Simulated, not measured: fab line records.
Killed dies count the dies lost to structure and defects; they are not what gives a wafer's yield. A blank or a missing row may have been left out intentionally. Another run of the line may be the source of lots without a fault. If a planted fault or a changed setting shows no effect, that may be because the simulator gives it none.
2 desks looking at one fault + flow n5-finfet + each desk has only its own numbers; what lay behind them comes last

AT THE TOOL OWNER'S DESK: litho-track-01
The tool's own readings at N5_BEOL_M1_COAT_61 (time 60 s, resist thk 60 nm): means of the sampled wafers that have a number, for each lot that ran on this tool. If a lot's mean is further than 4 standard deviations from the usual mean, the lot is out of limits and carries the mark OUT (the distance appears in the brackets).
Columns: A = plate-temp-C at N5_BEOL_M1_COAT_61, usual 250.01 C; B = spin-speed-rpm at N5_BEOL_M1_COAT_61, usual 1499.9 rpm
| lot  | first seen here | A      | B                        |
|------|-----------------|--------|--------------------------|
| L232 | day 6 13:03     | 249.90 | 1499.9                   |
| L251 | day 11 03:01    | 250.22 | 1354.0 (-99 or more) OUT |
| L252 | day 11 06:59    | 250.11 | 1351.7 (-99 or more) OUT |
This desk's finding: out of limits on L251, L252; first on L251, day 11 03:01 (spin-speed-rpm at N5_BEOL_M1_COAT_61). In limits: L232.

METROLOGY DESK
Lot by lot, what the gauges showed, no matter which tool ran the lot: averages of those sampled wafers that carry a number. If a lot's mean is further than 4 standard deviations from the usual mean, the lot is out of limits and carries the mark OUT (the distance appears in the brackets). It has 10 readings; the 7 that lie furthest out on some lot are the ones shown.
Columns: A = DIBL_N at N5_BEOL_M4_RC_MEAS_101, usual 36.3 mV/V; B = DIBL_P at N5_BEOL_M4_RC_MEAS_101, usual 36.5 mV/V; C = IOFF_N at N5_BEOL_M4_RC_MEAS_101, usual 0.16 nA/um; D = IOFF_P at N5_BEOL_M4_RC_MEAS_101, usual 0.21 nA/um; E = ION_N at N5_BEOL_M4_RC_MEAS_101, usual 675 uA/um; F = SS_P at N5_BEOL_M4_RC_MEAS_101, usual 73.3 mV/dec; G = VT_N at N5_BEOL_M4_RC_MEAS_101, usual 249 mV
| lot  | first seen here | A    | B    | C    | D    | E   | F    | G   |
|------|-----------------|------|------|------|------|-----|------|-----|
| L232 | day 8 11:43     | 35.2 | 35.3 | 0.15 | 0.22 | 678 | 73.0 | 249 |
| L235 | day 8 15:01     | 37.8 | 37.7 | 0.18 | 0.25 | 680 | 73.7 | 247 |
| L251 | day 12 23:56    | 34.4 | 34.4 | 0.15 | 0.18 | 683 | 72.9 | 250 |
| L252 | day 13 03:47    | 37.5 | 38.2 | 0.21 | 0.24 | 689 | 74.1 | 245 |
This desk's verdict: no lot among the 4 shows anything out of limits.

ALL TOGETHER
At day 11 03:01, on L251, L252, the tool owner's desk was in a position to raise an alarm.
Metrology desk: nothing out of limits seen.
The metrology desk holds a record of L251, L252, inside its limits.
The lots listed all ran N5_BEOL_M1_COAT_61 on litho-track-01.

WHAT THE SIMULATOR HAD PUT IN
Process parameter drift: litho-track-01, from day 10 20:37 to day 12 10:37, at N5_BEOL_M1_COAT_61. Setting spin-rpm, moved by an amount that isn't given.
Shown lots that were struck: L251, L252.
Each desk's first reading out of limits, in hours after the fault started: the tool owner's desk, 6.
